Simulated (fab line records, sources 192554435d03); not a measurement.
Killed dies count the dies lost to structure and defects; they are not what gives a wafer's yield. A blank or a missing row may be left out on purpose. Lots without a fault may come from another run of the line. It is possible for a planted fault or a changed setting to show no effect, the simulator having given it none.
Split-lot experiment / flow n5_finfet / 21 wafers read across 7 lots, on a route 1938 steps long

## ON THE SPLIT
At N5_BEOL_M11_COAT_63 (time 60 s, resist thk 100 nm), the setting spin_rpm was moved away from the recipe's 1500 rpm on 9 of the 21 wafers read, by -7.0% to +10.1%. This setting was run at the recipe's value on the other wafers.

## FROM THE SPLIT TO THE READING: what the file shows between them, 10 steps
- N5_BEOL_M11_COAT_22: resist thk 90 nm (also split here: spin_rpm)
- N5_BEOL_M11_EBR_24
- N5_BEOL_M11_SOFTBAKE_23: time 60 s
- N5_BEOL_M11_EXPOSE_25: exposes mask V10
- N5_BEOL_M11_PEB_26: peb time 60 s
- N5_BEOL_M11_DEVELOP_27: develop time 30 s
- N5_BEOL_M11_DESCUM_33: chemistry O2, time 7.9 s
- N5_BEOL_M11_ETCH_65: etches SiARC in CF4, target depth 39 nm, time 65 s
- N5_BEOL_M11_ETCH_66: etches SOC in N2/H2, target depth 120 nm, overetch 24 nm, time 180 s
- N5_BEOL_M11_STRIP_69: strips in N2/H2

## THE READING
SOC_of_BEOL_M11_COAT_63.thk_nm (the simulator's own value, which no gauge read), in nm, at N5_BEOL_M11_VIA_ETCH_34 (etches SiCOH lowk in C4F6/O2, target depth 184.5 nm, time 69.2 s). The file does not state a usual value for it. Average 91.9 nm, standard deviation 0.34 nm, over the 12 wafers here run with the recipe.

wafer=L074.1; tool, chamber at the split=litho_track-05, 0; spin_rpm as run, rpm=1500; against the recipe=recipe; SOC_of_BEOL_M11_COAT_63.thk_nm, nm=92.4; against lot-mates on the recipe=-
wafer=L074.2; tool, chamber at the split=litho_track-05, 0; spin_rpm as run, rpm=1429; against the recipe=-4.7%; SOC_of_BEOL_M11_COAT_63.thk_nm, nm=94.2; against lot-mates on the recipe=+1.9
wafer=L074.4; tool, chamber at the split=litho_track-05, 0; spin_rpm as run, rpm=1500; against the recipe=recipe; SOC_of_BEOL_M11_COAT_63.thk_nm, nm=92.2; against lot-mates on the recipe=-
wafer=L081.3; tool, chamber at the split=litho_track-05, 0; spin_rpm as run, rpm=1652; against the recipe=+10.1%; SOC_of_BEOL_M11_COAT_63.thk_nm, nm=86.4; against lot-mates on the recipe=no lot-mate on the recipe
wafer=L081.4; tool, chamber at the split=litho_track-05, 0; spin_rpm as run, rpm=1652; against the recipe=+10.1%; SOC_of_BEOL_M11_COAT_63.thk_nm, nm=86.8; against lot-mates on the recipe=no lot-mate on the recipe
wafer=L081.6; tool, chamber at the split=litho_track-05, 0; spin_rpm as run, rpm=1652; against the recipe=+10.1%; SOC_of_BEOL_M11_COAT_63.thk_nm, nm=86.8; against lot-mates on the recipe=no lot-mate on the recipe
wafer=L083.1; tool, chamber at the split=litho_track-04, 0; spin_rpm as run, rpm=1500; against the recipe=recipe; SOC_of_BEOL_M11_COAT_63.thk_nm, nm=91; against lot-mates on the recipe=-
wafer=L083.5; tool, chamber at the split=litho_track-04, 0; spin_rpm as run, rpm=1395; against the recipe=-7.0%; SOC_of_BEOL_M11_COAT_63.thk_nm, nm=94.6; against lot-mates on the recipe=+3.6
wafer=L083.6; tool, chamber at the split=litho_track-04, 0; spin_rpm as run, rpm=1395; against the recipe=-7.0%; SOC_of_BEOL_M11_COAT_63.thk_nm, nm=94.8; against lot-mates on the recipe=+3.8
wafer=L091.3; tool, chamber at the split=litho_track-04, 0; spin_rpm as run, rpm=1500; against the recipe=recipe; SOC_of_BEOL_M11_COAT_63.thk_nm, nm=92; against lot-mates on the recipe=-
wafer=L091.4; tool, chamber at the split=litho_track-04, 0; spin_rpm as run, rpm=1500; against the recipe=recipe; SOC_of_BEOL_M11_COAT_63.thk_nm, nm=92; against lot-mates on the recipe=-
wafer=L091.5; tool, chamber at the split=litho_track-04, 0; spin_rpm as run, rpm=1598; against the recipe=+6.5%; SOC_of_BEOL_M11_COAT_63.thk_nm, nm=89; against lot-mates on the recipe=-3.0
wafer=L092.1; tool, chamber at the split=litho_track-05, 0; spin_rpm as run, rpm=1500; against the recipe=recipe; SOC_of_BEOL_M11_COAT_63.thk_nm, nm=92.2; against lot-mates on the recipe=-
wafer=L092.3; tool, chamber at the split=litho_track-05, 0; spin_rpm as run, rpm=1546; against the recipe=+3.1%; SOC_of_BEOL_M11_COAT_63.thk_nm, nm=90.8; against lot-mates on the recipe=-1.4
wafer=L092.4; tool, chamber at the split=litho_track-05, 0; spin_rpm as run, rpm=1546; against the recipe=+3.1%; SOC_of_BEOL_M11_COAT_63.thk_nm, nm=91; against lot-mates on the recipe=-1.2
wafer=L095.1; tool, chamber at the split=litho_track-01, 0; spin_rpm as run, rpm=1500; against the recipe=recipe; SOC_of_BEOL_M11_COAT_63.thk_nm, nm=91.8; against lot-mates on the recipe=-
wafer=L095.5; tool, chamber at the split=litho_track-01, 0; spin_rpm as run, rpm=1500; against the recipe=recipe; SOC_of_BEOL_M11_COAT_63.thk_nm, nm=91.8; against lot-mates on the recipe=-
wafer=L095.3; tool, chamber at the split=litho_track-01, 0; spin_rpm as run, rpm=1500; against the recipe=recipe; SOC_of_BEOL_M11_COAT_63.thk_nm, nm=91.6; against lot-mates on the recipe=-
wafer=L097.1; tool, chamber at the split=litho_track-04, 0; spin_rpm as run, rpm=1500; against the recipe=recipe; SOC_of_BEOL_M11_COAT_63.thk_nm, nm=91.8; against lot-mates on the recipe=-
wafer=L097.2; tool, chamber at the split=litho_track-04, 0; spin_rpm as run, rpm=1500; against the recipe=recipe; SOC_of_BEOL_M11_COAT_63.thk_nm, nm=91.8; against lot-mates on the recipe=-
wafer=L097.3; tool, chamber at the split=litho_track-04, 0; spin_rpm as run, rpm=1500; against the recipe=recipe; SOC_of_BEOL_M11_COAT_63.thk_nm, nm=91.8; against lot-mates on the recipe=-

FIT RESULTS
A straight line over all 21 wafers: SOC_of_BEOL_M11_COAT_63.thk_nm changes by -0.474 nm for each +1% of spin_rpm; r = -0.99; the points scatter about the line by 0.4 nm.
The same after taking each lot's own level away (the mean of its wafers on the recipe; 18 wafers): -0.484 nm for each +1%; r = -0.99; scatter 0.18 nm.
According to that fit, moving spin_rpm by its largest amount changes the reading by 4.9 nm.
The lots' own levels span 91.00 to 92.30 nm, that is 3.8 times the standard deviation above.
So the lot-to-lot level changes the slope little: the two slopes agree.
Check: +3.36 nm against its lot-mates is what the line predicts for one of the wafers moved furthest among these (-7.0%) when that wafer is left out of the fit. Against them it came out at +3.6 nm.

## THESE WAFERS: OTHER SPLITS
Before the reading, these wafers also passed through other splits. Each is held against what the fit with the lots' levels taken away leaves over:
other split on the same wafers=N5_BEOL_M9_TRENCH_ETCH_37 source_w; wafers away from the commonest value=7; r with SOC_of_BEOL_M11_COAT_63.thk_nm (lot level and that fit taken away)=-0.35
other split on the same wafers=N5_BEOL_M11_PECVD_70 time_s; wafers away from the commonest value=6; r with SOC_of_BEOL_M11_COAT_63.thk_nm (lot level and that fit taken away)=+0.10
other split on the same wafers=N5_BEOL_M11_COAT_05 spin_rpm; wafers away from the commonest value=9; r with SOC_of_BEOL_M11_COAT_63.thk_nm (lot level and that fit taken away)=+0.23
other split on the same wafers=N5_BEOL_M11_COAT_22 spin_rpm; wafers away from the commonest value=6; r with SOC_of_BEOL_M11_COAT_63.thk_nm (lot level and that fit taken away)=+0.27

## THE WHOLE CHAIN: every reading that the file lists as answering this split, in the file's order
step=N5_BEOL_M11_COAT_63; what it does=time 60 s, resist thk 100 nm; reading=SOC_of_BEOL_M11_COAT_63.thk_nm (the simulator's own value, which no gauge read); change (the file's fit)=-0.499 nm for each +1% of the setting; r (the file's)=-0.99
step=N5_BEOL_M11_ETCH_66; what it does=etches SOC in N2/H2, target depth 120 nm, overetch 24 nm, time 180 s; reading=etch.depth_nm (the simulator's own value, which no gauge read); change (the file's fit)=-0.498 nm for each +1% of the setting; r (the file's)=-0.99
step=N5_BEOL_M11_VIA_ETCH_34; what it does=etches SiCOH lowk in C4F6/O2, target depth 184.5 nm, time 69.2 s; reading=SOC_of_BEOL_M11_COAT_63.thk_nm (the simulator's own value, which no gauge read); change (the file's fit)=-0.474 nm for each +1% of the setting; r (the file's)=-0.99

## FILE'S OWN FIT
SOC_of_BEOL_M11_COAT_63.thk_nm changes by -0.474 nm for each +1% of spin_rpm, r = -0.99.
